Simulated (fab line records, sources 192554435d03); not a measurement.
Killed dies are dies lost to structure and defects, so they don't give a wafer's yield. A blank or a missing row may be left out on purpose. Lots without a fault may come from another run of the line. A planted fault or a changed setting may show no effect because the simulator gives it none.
fab line records | flow n5_finfet
record lots=7 wafers=21
route steps=1938 shown BEOL_M14@1751 BEOL_M15@1779 PAD_METAL@1895
start_h: hours from the record's first day to the start of the lot's first wafer shown | wait_h: hours since the lot's step before | " the same as in the row above | L1.1+2: a row that stands for several wafers | - no value, or no start given | * or withheld: withheld | < > ~ a bound
route shown NAME@n: a module of which the file shows steps, and the number in the route of the first | usual: mean/standard deviation of fault-free wafers | same: alike in all rows | chamber/n: place in a boat | sites: the reading at each site | _std_site: their standard deviation | _edge_site: outer sites' mean less inner sites' | radius_mm: how far each site lies from the wafer's centre | mask NAME#n: copy n | behind: the tool/chamber that last shaped the wafer | hold: why the lot was held/for how many hours/how that ended | device: the transistor (n, p or np) that didn't switch | end of line: the same wafers' tests at the end of the route | a step without rows: its recipe alone | killed: dies lost to structure and defects at the first sort, not the wafer's yield | map: a wafer's dies, x killed, . not, _ none there
set.NAME: the setting as run; set.NAME@STEP: as run at that earlier step | model.NAME: the simulator's own value behind a step, which no gauge read
lots whose settings were changed on purpose; a table a step, a row a wafer
## steps
# step N5_BEOL_M14_ETCH_68
# recipe chemistry=N2/H2 target=SOC mask_material=SiARC source_w=3000 bias_w=350 temp_c=40 time_s=450 ion_energy_ev=200 pressure_mtorr=30 n2_flow_sccm=200 h2_flow_sccm=200
# columns lot.wafer tool chamber start_h wait_h set.time_s model.SiARC_of_BEOL_M14_COAT_66.thk_nm
L075.1 rie_diel-04 2 252.15 0.1 450 64.8
L075.5 " 0 " " 450 63.6
L075.6 " 3 " " 450 65.4
L080.1 rie_diel-04 0 296.95 0.1 450 64
L080.3 " 1 " " 450 65.6
L080.4 " 3 " " 358.8 74.2
L083.2+3 rie_diel-04 3,1 297.53 0.1 362.7 74.2
L083.5 " 3 " " 450 65.6
L081.1 rie_diel-06 2 297.70 0.1 382.7 72.2
L081.5 " 2 " " 382.7 71.6
L081.6 " 3 " " 450 66
L085.1 rie_diel-01 2 309.90 0.1 450 66.4
L085.3 " 1 " " 450 64.8
L085.6 " 0 " " 450 65.6
L088.1 rie_diel-01 0 329.09 0.1 450 65.6
L088.2 " 3 " " 450 64.2
L088.3 " 2 " " 450 65.2
L097.1 rie_diel-04 2 378.48 0.1 450 63.8
L097.5 " 3 " " 450 67.6
L097.6 " 0 " " 450 65.4
# step N5_BEOL_M14_TRENCH_ETCH_34
# recipe chemistry=C4F8/O2/Ar target=SiO2 target_depth_a=5566.5 mask_material=SOC he_inner_torr=15 he_outer_torr=30 time_s=126.9 ion_energy_ev=800 pressure_mtorr=20 source_w=1905 bias_w=2040 Ar_flow_sccm=400 C4F8_flow_sccm=16 O2_flow_sccm=12
# columns lot.wafer tool chamber start_h wait_h set.time_s model.etch.depth_nm
L075.1 rie_diel-04 2 252.43 0.0 134.2 619.1
L075.5 " 0 " " 134.2 602.5
L075.6 " 3 " " 126.9 554.9
L080.1 rie_diel-04 0 297.23 0.0 126.9 566.9
L080.3 " 1 " " 141.1 599.3
L080.4 " 3 " " 141.1 607.2
L083.2 rie_diel-04 3 297.81 0.0 126.9 545.5
L083.3 " 1 " " 126.9 534.3
L083.5 " 3 " " 126.9 542.2
L081.1 rie_diel-06 2 297.98 0.0 126.9 579
L081.5 " 2 " " 154.9 709.6
L081.6 " 3 " " 126.9 558.5
L085.1 rie_diel-01 2 310.17 0.0 126.9 536.4
L085.3 " 1 " " 126.9 540.9
L085.6 " 0 " " 136.9 618.5
L088.1 rie_diel-01 0 329.37 0.0 126.9 577.7
L088.2 " 3 " " 126.9 552.1
L088.3 " 2 " " 126.9 534.8
L097.1 rie_diel-04 2 378.75 0.0 126.9 608.9
L097.5 " 3 " " 110.6 472.9
L097.6 " 0 " " 110.6 494.8
# step N5_BEOL_M14_STRIP_70
# recipe chemistry=C4F8/O2/Ar resist=SiARC rf_frequency_hz=6e+07
# step N5_BEOL_M14_OCD_MEAS_35
# usual trench_depth_nm=556/22
# columns lot.wafer tool chamber start_h wait_h set.time_s@BEOL_M14_TRENCH_ETCH_34 trench_depth_nm
L075.1 ocd-02 - 252.58 0.0 134.2 619
L075.5 " - " " 134.2 603
L075.6 " - " " 126.9 555
L080.1 ocd-01 - 297.38 0.0 126.9 567
L080.3 " - " " 141.1 600
L080.4 " - " " 141.1 607
L083.2 ocd-02 - 297.96 0.0 126.9 546
L083.3 " - " " 126.9 534
L083.5 " - " " 126.9 542
L081.1 ocd-01 - 298.13 0.0 126.9 579
L081.5 " - " " 154.9 709
L081.6 " - " " 126.9 559
L085.1 ocd-02 - 310.33 0.0 126.9 537
L085.3 " - " " 126.9 541
L085.6 " - " " 136.9 618
L088.1 ocd-01 - 329.52 0.0 126.9 577
L088.2 " - " " 126.9 552
L088.3 " - " " 126.9 535
L097.1 ocd-01 - 378.91 0.0 126.9 609
L097.5 " - " " 110.6 473
L097.6 " - " " 110.6 495
# step N5_BEOL_M14_STRIP_37
# recipe chemistry=O2 power_w=600 temp_c=60 pressure_mtorr=30 rf_frequency_hz=6e+07 bias_power_w=0 overash_fraction=0.3 o2_flow_sccm=225
# step N5_BEOL_M14_ETCH_38
# recipe chemistry=CF4/N2 target=SiCN target_depth_a=1065 taper_deg=2 time_s=120.6 ion_energy_ev=150 mask_material=SiO2 pressure_mtorr=40 source_w=430 bias_w=70 Ar_flow_sccm=100 cf4_flow_sccm=60 n2_flow_sccm=60
# step N5_BEOL_M14_ECD_47
# recipe material=Cu target_thk_a=12480
# step N5_BEOL_M14_ANNEAL_48
# recipe temp_c=225 time_s=90 ambient=N2
# step N5_BEOL_M14_CMP_49
# recipe stop_on=SiO2 t_overpolish_s=5.2 down_force_psi=2 platen_rpm=80 clearing_platen_down_force_psi=2 clearing_platen_rpm=80 post_cmp_clean=cu_alkaline target_thk_nm=560 clearing_platen_pad_velocity_m_s=1.5917 pad_velocity_m_s=1.5917
# columns lot.wafer tool chamber start_h wait_h set.time_s@BEOL_M14_TRENCH_ETCH_34 model.Cu_of_BEOL_M14_ECD_47.thk_nm
L075.1 cmp-03 3 254.65 0.4 134.2 624.6
L075.5 " 0 " " 134.2 608
L075.6 " 1 " " 126.9 560
L080.4 cmp-03 0 300.57 0.1 141.1 610.6
L080.3 " 1 " " 141.1 601.4
L080.1 " 3 " " 126.9 571.6
L083.3 cmp-03 1 300.94 0.2 126.9 536.6
L083.2 " 3 " " 126.9 549.8
L083.5 " 1 " " 126.9 545.4
L081.1 cmp-02 3 303.55 0.3 126.9 584.4
L081.6 " 1 " " 126.9 566
L081.5 " 2 " " 154.9 716.4
L085.1 cmp-01 3 312.75 0.3 126.9 540
L085.3 " 1 " " 126.9 545.8
L085.6 " 3 " " 136.9 621
L088.2 cmp-03 3 333.74 0.2 126.9 557.4
L088.1 " 0 " " 126.9 581.2
L088.3 " 1 " " 126.9 537.2
L097.1 cmp-03 3 382.10 0.3 126.9 614
L097.6 " 1 " " 110.6 497.8
L097.5 " 2 " " 110.6 476
# step N5_BEOL_M14_THK_MEAS_50
# recipe thk_meas_gauge=xrf reads=Cu_of_BEOL_M14_ECD_47
# usual M14_THK=572/24
# columns lot.wafer tool chamber start_h wait_h set.time_s@BEOL_M14_TRENCH_ETCH_34 M14_THK[nm]
L075.1 film_metro-02 - 254.83 - 134.2 635
L075.5 " - " " 134.2 617
L075.6 " - " " 126.9 566
L080.1 film_metro-02 - 300.87 - 126.9 577
L080.3 " - " " 141.1 605
L080.4 " - " " 141.1 619
L083.2 film_metro-02 - 301.20 - 126.9 550
L083.3 " - " " 126.9 540
L083.5 " - " " 126.9 549
L081.1 film_metro-01 - 303.77 - 126.9 605
L081.5 " - " " 154.9 742
L081.6 " - " " 126.9 584
L085.1 film_metro-02 - 313.04 - 126.9 551
L085.3 " - " " 126.9 557
L085.6 " - " " 136.9 633
L088.1 film_metro-01 - 334.04 - 126.9 592
L088.2 " - " " 126.9 566
L088.3 " - " " 126.9 544
L097.1 film_metro-02 - 382.32 - 126.9 624
L097.5 " - " " 110.6 482
L097.6 " - " " 110.6 507
# step N5_BEOL_M14_PRE_CLEAN_52
# recipe gas=NH3 time_s=15 temp_c=withheld rf_power_w=300
# step N5_BEOL_M14_DEP_53
# recipe material=SiCN target_thk_a=500 temp_c=withheld precursor=3MS/NH3 pressure_torr=3 rf_w=675 time_s=17.8
# step N5_BEOL_M14_RS_MEAS_54
# recipe thk_meas_gauge=four-point-probe reads=Cu_of_BEOL_M14_ECD_47+Ta_of_BEOL_M14_SPUTTER_44+TaN_of_BEOL_M14_SPUTTER_43
# usual M14_RS=0.0332/0.0013
# columns lot.wafer tool chamber start_h wait_h set.time_s@BEOL_M14_TRENCH_ETCH_34 M14_RS[ohm/sq]
L075.1 film_metro-01 - 254.96 0.0 134.2 0.0298
L075.5 " - " " 134.2 0.0306
L075.6 " - " " 126.9 0.0332
L080.1 film_metro-02 - 300.99 0.0 126.9 0.0326
L080.3 " - " " 141.1 0.0309
L080.4 " - " " 141.1 0.0304
L083.2 film_metro-02 - 301.33 0.1 126.9 0.0338
L083.3 " - " " 126.9 0.0347
L083.5 " - " " 126.9 0.0342
L081.1 film_metro-02 - 303.90 0.0 126.9 0.0318
L081.5 " - " " 154.9 0.0258
L081.6 " - " " 126.9 0.0328
L085.1 film_metro-02 - 313.19 0.1 126.9 0.0345
L085.3 " - " " 126.9 0.0340
L085.6 " - " " 136.9 0.0299
L088.1 film_metro-01 - 334.17 0.0 126.9 0.0320
L088.2 " - " " 126.9 0.0333
L088.3 " - " " 126.9 0.0347
L097.1 film_metro-01 - 382.45 0.0 126.9 0.0302
L097.5 " - " " 110.6 0.0393
L097.6 " - " " 110.6 0.0374
# step N5_BEOL_M15_EXPOSE_07
# recipe mask_id=V14 na=0.8 source_shape=annular sigma_inner=0.5 sigma_outer=0.8 polarization=unpolarized attpsm_phase_deg=180 dose_mj=41.25
# columns lot.wafer tool chamber start_h wait_h mask set.dose_mj
L075.1 krf_scanner-01 0 255.40 - V14#0 41.25
L075.5+6 " 0 " " V14#0 39.51
L080.1+4 krf_scanner-02 0 301.44 - V14#0 42.89
L080.3 " 0 " " V14#0 41.25
L083.2+3+5 krf_scanner-02 0 301.78 - V14#0 41.25
L081.1 krf_scanner-02 0 304.46 - V14#0 41.25
L081.5+6 " 0 " " V14#0 42.33
L085.1 krf_scanner-01 0 313.76 - V14#0 43.97
L085.3+6 " 0 " " V14#0 41.25
L088.1+2+3 krf_scanner-01 0 334.73 - V14#0 41.25
L097.1+5 krf_scanner-02 0 383.01 - V14#0 41.25
L097.6 " 0 " " V14#0 39.56
# step N5_BEOL_M15_PEB_08
# recipe peb_temp_c=130 peb_time_s=90
# step N5_BEOL_M15_DEVELOP_09
# recipe develop_time_s=45 rinse_liquid=diw dry=air_spin dev_temp_c=21
# step N5_BEOL_M15_HARDBAKE_14
# recipe temp_c=130 time_s=120
# step N5_BEOL_M15_CD_MEAS_10
# recipe target_cd_nm=360 landing_energy_ev=500 detector=se_inlens polarity=opening
# usual cd_nm=360.7/2.1
# columns lot.wafer tool chamber start_h wait_h set.dose_mj@BEOL_M15_EXPOSE_07 cd_nm
L075.1 cd_sem-02 0 255.57 - 41.25 359.9
L075.5 " 0 " " 39.51 353.6
L075.6 " 0 " " 39.51 351.5
L080.1 cd_sem-03 0 301.62 - 42.89 364.8
L080.3 " 0 " " 41.25 358.4
L080.4 " 0 " " 42.89 369.4
L083.2 cd_sem-01 0 301.95 - 41.25 361.3
L083.3 " 0 " " 41.25 359.8
L083.5 " 0 " " 41.25 362.5
L081.1 cd_sem-03 0 304.64 - 41.25 366.3
L081.5 " 0 " " 42.33 368.5
L081.6 " 0 " " 42.33 368.3
L085.1 cd_sem-01 0 313.93 - 43.97 372.4
L085.3 " 0 " " 41.25 360.1
L085.6 " 0 " " 41.25 357.4
L088.1 cd_sem-02 0 334.91 - 41.25 363.9
L088.2 " 0 " " 41.25 363.7
L088.3 " 0 " " 41.25 359.0
L097.1 cd_sem-01 0 383.19 - 41.25 363.9
L097.5 " 0 " " 41.25 362.6
L097.6 " 0 " " 39.56 355.2
# step N5_BEOL_M15_STRIP_64
# recipe chemistry=O2 power_w=600 temp_c=60 pressure_mtorr=30 rf_frequency_hz=6e+07 bias_power_w=0 overash_fraction=0.3 o2_flow_sccm=225
# columns lot.wafer tool chamber start_h wait_h set.pressure_mtorr
L075.1+5+6 rie_diel-02 0,0,1 - - 34.77
L080.1+3+4 rie_diel-03 1,0,3 - - 30
L083.2+3+5 rie_diel-03 1,0,1 - - 36.21
L081.1+5+6 rie_diel-05 2,2,3 - - 32.84
L085.1+3+6 rie_diel-05 1,0,0 - - 28.19
L088.1+2+3 rie_diel-02 0,3,2 - - 30
L097.1+5+6 rie_diel-02 1,1,3 - - 26.45
# step N5_BEOL_M15_STRIP_65
# recipe chemistry=post_etch_residue_remover time_s=60 temp_c=25 remover_ph=withheld remover_water_wt_pct=withheld remover_fluoride_wt_pct=withheld
# step N5_BEOL_M15_SRD_66
# recipe time_s=30 temp_c=23 rinse_liquid=diw dry=n2_spin spin_rpm=1500 dry_time_s=30
# step N5_BEOL_M15_CD_MEAS_17
# recipe target_cd_nm=360 polarity=opening
# usual cd_nm=361.1/2.6
# columns lot.wafer tool chamber start_h wait_h set.dose_mj@BEOL_M15_EXPOSE_07 cd_nm
L075.1 cd_sem-03 - 256.16 0.0 41.25 363.2
L075.5 " - " " 39.51 356.3
L075.6 " - " " 39.51 351.4
L080.1 cd_sem-02 - 302.20 0.0 42.89 363.2
L080.3 " - " " 41.25 358.2
L080.4 " - " " 42.89 369.4
L083.2 cd_sem-03 - 302.61 0.0 41.25 359.6
L083.3 " - " " 41.25 360.1
L083.5 " - " " 41.25 363.6
L081.1 cd_sem-01 - 305.91 0.0 41.25 366.8
L081.5 " - " " 42.33 370.3
L081.6 " - " " 42.33 369.6
L085.1 cd_sem-01 - 314.51 0.0 43.97 371.2
L085.3 " - " " 41.25 359.3
L085.6 " - " " 41.25 357.5
L088.1 cd_sem-02 - 335.76 0.0 41.25 365.1
L088.2 " - " " 41.25 362.4
L088.3 " - " " 41.25 359.0
L097.1 cd_sem-02 - 383.77 0.0 41.25 362.2
L097.5 " - " " 41.25 359.9
L097.6 " - " " 39.56 353.1
# step N5_PASSIVATION_SPUTTER_20
# recipe material=TaN target_thk_a=500 temp_c=25 chamber_pressure_pa=0.4
# columns lot.wafer tool chamber start_h wait_h set.target_thk_a model.TaN_of_PASSIVATION_SPUTTER_20.thk_nm
L075.1 pvd_sputter-03 - 269.87 0.0 439.3 43
L075.5 " - " " 500 48.8
L075.6 " - " " 500 48.6
L080.1 pvd_sputter-01 - 313.97 0.0 528.3 53
L080.3 " - " " 500 50.2
L080.4 " - " " 528.3 52.8
L083.2 pvd_sputter-02 - 319.91 0.0 500 50.6
L083.3 " - " " 500 50.4
L083.5 " - " " 500 50.8
L081.1+5 pvd_sputter-01 - 319.93 0.0 500 49.2
L081.6 " - " " 500 48.8
L085.1+6 pvd_sputter-02 - 331.73 0.0 500 50.6
L085.3 " - " " 500 50.4
L088.1 pvd_sputter-02 - 352.93 0.0 500 50.2
L088.2 " - " " 500 49.8
L088.3 " - " " 500 50
L097.1+6 pvd_sputter-01 - 398.10 0.0 465.3 46
L097.5 " - " " 500 49.4
## key
split step=N5_BEOL_M14_ETCH_68 setting=time_s stated=450 by=wafer
response step=N5_BEOL_M14_ETCH_68 reading=model.SiARC_of_BEOL_M14_COAT_66.thk_nm change=-0.441 per=1% r=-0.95
split step=N5_BEOL_M14_TRENCH_ETCH_34 setting=time_s stated=126.9 by=wafer
response step=N5_BEOL_M14_TRENCH_ETCH_34 reading=model.etch.depth_nm change=+6.96 per=1% r=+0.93
response step=N5_BEOL_M14_OCD_MEAS_35 reading=trench_depth_nm change=+6.94 per=1% r=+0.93
response step=N5_BEOL_M14_CMP_49 reading=model.Cu_of_BEOL_M14_ECD_47.thk_nm change=+6.96 per=1% r=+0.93
response step=N5_BEOL_M14_THK_MEAS_50 reading=M14_THK change=+7.2 per=1% r=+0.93
response step=N5_BEOL_M14_RS_MEAS_54 reading=M14_RS change=-0.000368 per=1% r=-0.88
split step=N5_BEOL_M15_EXPOSE_07 setting=dose_mj stated=41.25 by=wafer
response step=N5_BEOL_M15_CD_MEAS_10 reading=cd_nm change=+1.93 per=1% r=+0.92
response step=N5_BEOL_M15_CD_MEAS_17 reading=cd_nm change=+1.95 per=1% r=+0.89
split step=N5_BEOL_M15_STRIP_64 setting=pressure_mtorr stated=30 by=lot
response none clear
split step=N5_PASSIVATION_SPUTTER_20 setting=target_thk_a stated=500 by=wafer
response step=N5_PASSIVATION_SPUTTER_20 reading=model.TaN_of_PASSIVATION_SPUTTER_20.thk_nm change=+0.475 per=1% r=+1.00
